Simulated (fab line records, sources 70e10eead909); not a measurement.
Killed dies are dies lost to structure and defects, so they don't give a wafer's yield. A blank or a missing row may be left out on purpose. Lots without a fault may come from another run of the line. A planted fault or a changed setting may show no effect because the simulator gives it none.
Chamber matching | flow nand_harc | NHARC_A_STAIRCASE_TRIM_20 on rie_diel-12: 4 sister chambers
The step chemistry O2, time 211.2 s. 20 wafers are shown with their chamber, then 9 later ones without.

WAFERS WITH THEIR CHAMBER
wafer  | chamber | drypump_motor_current_A (A) | showerhead_plenum_p_Torr (Torr) | oes_product_au (a.u.)
L074.3 | 1       | 5.6                         | 3.38                            | 0.981
L074.5 | 2       | 6.0                         | 3.79                            | 0.990
L074.6 | 3       | 5.1                         | 3.56                            | 1.000
L078.2 | 1       | 5.6                         | 3.37                            | 0.988
L078.4 | 2       | 6.0                         | 3.78                            | 0.987
L078.5 | 1       | 5.5                         | 3.37                            | 0.984
L080.4 | 2       | 6.0                         | 3.78                            | 0.992
L080.5 | 1       | 5.5                         | 3.36                            | 0.996
L080.6 | 0       | 5.6                         | 3.57                            | 1.008
L082.4 | 1       | 5.5                         | 3.36                            | 0.993
L082.5 | 1       | 5.5                         | 3.36                            | 0.999
L082.6 | 2       | 6.0                         | 3.77                            | 1.003
L086.1 | 2       | 6.0                         | 3.76                            | 0.992
L086.2 | 0       | 5.6                         | 3.56                            | 1.011
L086.6 | 1       | 5.6                         | 3.35                            | 1.005
L088.1 | 2       | 6.0                         | 3.76                            | 0.989
L088.2 | 3       | 5.1                         | 3.54                            | 1.011
L088.4 | 2       | 6.0                         | 3.76                            | 0.974
L087.1 | 2       | 6.0                         | 3.76                            | 0.995
L087.3 | 0       | 5.6                         | 3.55                            | 1.007

SIGNATURES (means of the wafers above)
reading                  | chamber 0 | chamber 1 | chamber 2 | chamber 3 | scatter within a chamber
drypump_motor_current_A  | 5.600     | 5.543     | 6.000     | 5.100     | 0.0327
showerhead_plenum_p_Torr | 3.5600    | 3.3643    | 3.7700    | 3.5500    | 0.0111
oes_product_au           | 1.00867   | 0.99229   | 0.99025   | 1.00550   | 0.00779
Rule: a wafer's distance from a chamber is the root of the sum, over the readings, of the square of ((its reading less the chamber's mean) divided by the reading's scatter). The wafer belongs to the nearest chamber; if the next one is less than 2 further off, it can't be placed. The scatter: the root of (the sum of the squares of (reading less its chamber's mean) over the shown wafers, divided by (wafers less chambers)).

WAFERS WITHOUT THEIR CHAMBER
wafer  | drypump_motor_current_A (A) | showerhead_plenum_p_Torr (Torr) | oes_product_au (a.u.)
L087.4 | 5.1                         | 3.54                            | 1.017
L089.2 | 5.1                         | 3.53                            | 1.010
L089.3 | 5.5                         | 3.34                            | 0.993
L089.6 | 5.1                         | 3.53                            | 1.018
L095.2 | 5.5                         | 3.33                            | 0.994
L095.4 | 5.1                         | 3.52                            | 1.005
L095.5 | 5.5                         | 3.33                            | 0.989
L096.4 | 5.6                         | 3.33                            | 0.999
L096.5 | 5.6                         | 3.54                            | 0.998

WHICH CHAMBER EACH WENT THROUGH
wafer  | from the rows above | in truth
L087.4 | 3                   | 3
L089.2 | 3                   | 3
L089.3 | 1                   | 1
L089.6 | 3                   | 3
L095.2 | 1                   | 1
L095.4 | 3                   | 3
L095.5 | 1                   | 1
L096.4 | 1                   | 1
L096.5 | 0                   | 0
Placed correctly: 9 of 9. Can't be placed from these rows: 0. Placed wrongly: 0.
